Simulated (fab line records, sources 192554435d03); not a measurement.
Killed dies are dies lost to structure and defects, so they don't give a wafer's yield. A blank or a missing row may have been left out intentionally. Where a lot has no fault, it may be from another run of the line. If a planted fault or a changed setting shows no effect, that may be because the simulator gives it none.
Matching of chambers | flow n5Finfet | 4 sister chambers for N5_SD_EPI_P_ETCH_37 on rieDiel-02
The step etches SOC in N2/H2, overetch 108 nm, time 486 s. 20 wafers are shown with their chamber, then 10 later ones without.

== WAFERS PAIRED WITH THEIR CHAMBERS ==
wafer  | chamber | drypumpMotorCurrentA (A) | oesProductAu (a.u.) | throttleValvePct (%)
L076.1 | 0       | 6.3                      | 0.67                | 23.51
L076.2 | 1       | 6.4                      | 0.66                | 23.61
L076.3 | 3       | 5.5                      | 0.62                | 24.02
L076.4 | 3       | 5.6                      | 0.62                | 24.03
L076.5 | 1       | 6.4                      | 0.66                | 23.60
L076.6 | 0       | 6.3                      | 0.67                | 23.51
L084.2 | 2       | 6.4                      | 0.80                | 23.41
L084.5 | 0       | 6.3                      | 0.66                | 23.56
L084.6 | 3       | 5.6                      | 0.84                | 23.52
L085.1 | 2       | 6.3                      | 0.80                | 23.41
L085.2 | 0       | 6.3                      | 0.65                | 23.54
L085.3 | 3       | 5.5                      | 0.83                | 23.51
L085.4 | 1       | 6.4                      | 0.65                | 23.63
L085.5 | 3       | 5.5                      | 0.83                | 23.56
L085.6 | 2       | 6.3                      | 0.81                | 23.42
L091.1 | 0       | 6.3                      | 0.65                | 23.56
L091.2 | 3       | 5.6                      | 0.80                | 23.56
L091.3 | 1       | 6.4                      | 0.64                | 23.63
L091.4 | 2       | 6.3                      | 0.79                | 23.43
L091.5 | 0       | 6.3                      | 0.65                | 23.57

SIGNATURES (averages over the wafers above)
reading              | chamber 0 | chamber 1 | chamber 2 | chamber 3 | scatter within a chamber
drypumpMotorCurrentA | 6.300     | 6.400     | 6.325     | 5.550     | 0.0375
oesProductAu         | 0.6583    | 0.6525    | 0.8000    | 0.7567    | 0.0602
throttleValvePct     | 23.5417   | 23.6175   | 23.4175   | 23.7000   | 0.142
Rule: for a wafer and a chamber, the distance is found by dividing, reading by reading, the gap between the wafer's reading and the chamber's mean by the reading's scatter, squaring, summing and taking the root. If the next closest chamber is less than 2 further off than the closest, the wafer can't be placed; otherwise it belongs to the closest. The scatter: take each reading less its chamber's mean, square it, sum over the shown wafers, divide by the number of wafers less the number of chambers, and take the root.

== WAFERS WITHOUT THEIR CHAMBER ==
wafer  | drypumpMotorCurrentA (A) | oesProductAu (a.u.) | throttleValvePct (%)
L091.6 | 5.6                      | 0.80                | 23.55
L094.1 | 6.3                      | 0.65                | 23.57
L094.4 | 6.3                      | 0.77                | 23.45
L094.5 | 6.4                      | 0.65                | 23.63
L096.1 | 6.4                      | 0.63                | 23.63
L096.2 | 6.3                      | 0.77                | 23.44
L096.3 | 6.3                      | 0.64                | 23.56
L096.4 | 5.6                      | 0.78                | 23.55
L096.5 | 6.3                      | 0.77                | 23.45
L096.6 | 5.6                      | 0.78                | 23.56

== WHICH CHAMBER EACH WENT THROUGH ==
wafer  | from the rows above     | in truth
L091.6 | 3                       | 3
L094.1 | 0                       | 0
L094.4 | can't be placed: 2 or 0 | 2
L094.5 | 1                       | 1
L096.1 | 1                       | 1
L096.2 | can't be placed: 2 or 0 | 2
L096.3 | 0                       | 0
L096.4 | 3                       | 3
L096.5 | can't be placed: 2 or 0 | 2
L096.6 | 3                       | 3
Correctly placed: 7 of 10. Unplaceable from these rows: 3, with the true chamber sitting among the candidates in 3. Placed wrongly: 0.
